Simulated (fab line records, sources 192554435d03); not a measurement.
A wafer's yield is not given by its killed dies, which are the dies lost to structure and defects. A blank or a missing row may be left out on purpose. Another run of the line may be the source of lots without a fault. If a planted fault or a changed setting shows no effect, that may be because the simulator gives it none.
Which of the tools did it? | flow n5Finfet | 63 wafers from 21 lots sampled at 2 of the route's 1938 steps

## WHAT EACH GAUGE READ, for each wafer
N5_GATE_CUT_INSPECT_15: inspects for defects (brightfield).
lot  | measured     | on               | rawDefectCount
L075 | day 4 17:24  | defectInspect-02 | 152 74 62
L076 | day 5 01:05  | defectInspect-01 | 157 90 144
L077 | day 5 07:50  | defectInspect-01 | 226 147 148
L078 | day 5 10:11  | defectInspect-02 | 135 153 114
L079 | day 5 22:18  | defectInspect-02 | 80 140 132
L080 | day 6 03:05  | defectInspect-01 | 101 78 146
L081 | day 6 07:08  | defectInspect-01 | 228 169 91
L082 | day 6 14:51  | defectInspect-01 | 117 154 109
L083 | day 6 19:42  | defectInspect-01 | 140 112 91
L084 | day 7 03:07  | defectInspect-02 | 133 147 173
L085 | day 7 08:34  | defectInspect-02 | 82 119 115
L086 | day 7 10:42  | defectInspect-02 | 121 157 123
L087 | day 7 19:45  | defectInspect-01 | 146 263 200
L089 | day 8 07:37  | defectInspect-01 | 93 87 58
L090 | day 8 13:54  | defectInspect-02 | 165 257 109
L091 | day 8 16:25  | defectInspect-01 | 83 240 185
L092 | day 8 23:10  | defectInspect-02 | 129 113 128
L093 | day 9 05:39  | defectInspect-01 | 139 124 173
L094 | day 9 12:52  | defectInspect-01 | 203 129 127
L095 | day 9 16:59  | defectInspect-01 | 134 186 112
L096 | day 10 01:04 | defectInspect-02 | 246 188 122

## WHAT TOOL EACH LOT RAN ON (gives the tool, then ch and the chambers of the sampled wafers, and finally the start)
lot  | N5_GATE_CUT_ETCH_58
L075 | rieDiel-06 ch 0,1,3, day 4 13:56
L076 | rieDiel-05 ch 0,1,2, day 4 21:41
L077 | rieDiel-05 ch 0,1,2, day 5 04:21
L078 | rieDiel-06 ch 1,2,3, day 5 06:03
L079 | rieDiel-02 ch 1,2,3, day 5 18:57
L080 | rieDiel-05 ch 0,3, day 5 22:58
L081 | rieDiel-05 ch 0,1,3, day 6 03:24
L082 | rieDiel-05 ch 1,2,3, day 6 11:11
L083 | rieDiel-05 ch 0,1,3, day 6 16:14
L084 | rieDiel-02 ch 1,2,3, day 6 23:45
L085 | rieDiel-06 ch 0,1, day 7 04:28
L086 | rieDiel-06 ch 0,2,3, day 7 06:57
L087 | rieDiel-02 ch 1,2, day 7 16:25
L089 | rieDiel-02 ch 0,1,2, day 8 04:09
L090 | rieDiel-05 ch 1,2,3, day 8 10:26
L091 | rieDiel-05 ch 0,1,3, day 8 13:05
L092 | rieDiel-05 ch 1,2, day 8 19:49
L093 | rieDiel-06 ch 1,2, day 9 02:19
L094 | rieDiel-05 ch 1,2,3, day 9 09:22
L095 | rieDiel-06 ch 2,3, day 9 13:31
L096 | rieDiel-05 ch 0,1,3, day 9 21:17
- N5_GATE_CUT_ETCH_58: etches SiNx in CH3F/O2, target depth 17 nm, time 128.6 s.

## AS READ BY THE TOOLS THEMSELVES (means over the sampled wafers that have a number; for cases with no such wafer, the mark the record gives instead)
N5_GATE_CUT_ETCH_58.
lot  | tool       | biasW (W) | drypumpMotorCurrentA (A) | oesProductAu (a.u.) | rfVppV (V) | showerheadPlenumPTorr (Torr) | throttleValvePct (%)
L075 | rieDiel-06 | 21.05     | 5.8                      | 0.76                | 100.0      | 2.00                         | 16.41
L076 | rieDiel-05 | 20.98     | 5.7                      | 0.83                | 99.3       | 2.02                         | 16.06
L077 | rieDiel-05 | 21.02     | 5.7                      | 0.84                | 99.3       | 2.02                         | 16.07
L078 | rieDiel-06 | 20.97     | 5.9                      | 0.73                | 100.3      | 2.05                         | 16.36
L079 | rieDiel-02 | 21.02     | 5.7                      | 0.77                | 98.2       | 1.96                         | 16.31
L080 | rieDiel-05 | 21.04     | 5.1                      | 0.75                | 99.2       | 1.98                         | 16.44
L081 | rieDiel-05 | 20.91     | 5.3                      | 0.76                | 99.2       | 2.00                         | 16.30
L082 | rieDiel-05 | 21.03     | 5.6                      | 0.76                | 99.4       | 2.03                         | 16.28
L083 | rieDiel-05 | 20.95     | 5.3                      | 0.76                | 99.5       | 2.00                         | 16.32
L084 | rieDiel-02 | 20.96     | 5.7                      | 0.77                | 99.3       | 1.96                         | 16.32
L085 | rieDiel-06 | 21.00     | 6.0                      | 0.73                | 98.2       | 1.96                         | 16.41
L086 | rieDiel-06 | 20.99     | 5.4                      | 0.77                | 98.9       | 2.04                         | 16.46
L087 | rieDiel-02 | 20.94     | 5.9                      | 0.80                | 99.0       | 1.97                         | 16.25
L089 | rieDiel-02 | 20.99     | 5.6                      | 0.77                | 99.8       | 2.01                         | 16.41
L090 | rieDiel-05 | 20.94     | 5.6                      | 0.75                | 98.8       | 2.02                         | 16.30
L091 | rieDiel-05 | 21.02     | 5.3                      | 0.75                | 99.0       | 2.00                         | 16.35
L092 | rieDiel-05 | 21.02     | 5.8                      | 0.77                | 98.7       | 2.04                         | 16.17
L093 | rieDiel-06 | 20.99     | 6.3                      | 0.71                | 98.7       | 2.00                         | 16.38
L094 | rieDiel-05 | 21.00     | 5.6                      | 0.74                | 99.9       | 2.02                         | 16.33
L095 | rieDiel-06 | 20.96     | 5.6                      | 0.72                | 99.3       | 2.08                         | 16.46
L096 | rieDiel-05 | 20.98     | 5.3                      | 0.74                | 98.7       | 2.00                         | 16.35

## THE ANSWER, worked out from the rows above alone
Rule: usual is defined by the lots themselves. The widest of any qualifying gaps counts: lots, ordered by their means at a reading, are off when they make up no more than a third of the lots, leave a main group of 4 or more, and stand apart from it by 3 or more times the standard deviation of that group's means. If all means in a main group match to the digits the tables above print for the reading, that group is not used. Also off: a lot with no number at a reading for which 4 or more lots have one. All remaining lots with rows at the step are treated as sound. The gauges are gone through in route order, then the tools' own readings, and for those a lot's mean is taken as printed above. At the first step where some lot is off, the reading lying furthest off is the one used; lots without a number count as furthest.
None of the lots is off at any reading shown; this tells nothing.

## WHAT THE SIMULATOR HAD PUT IN
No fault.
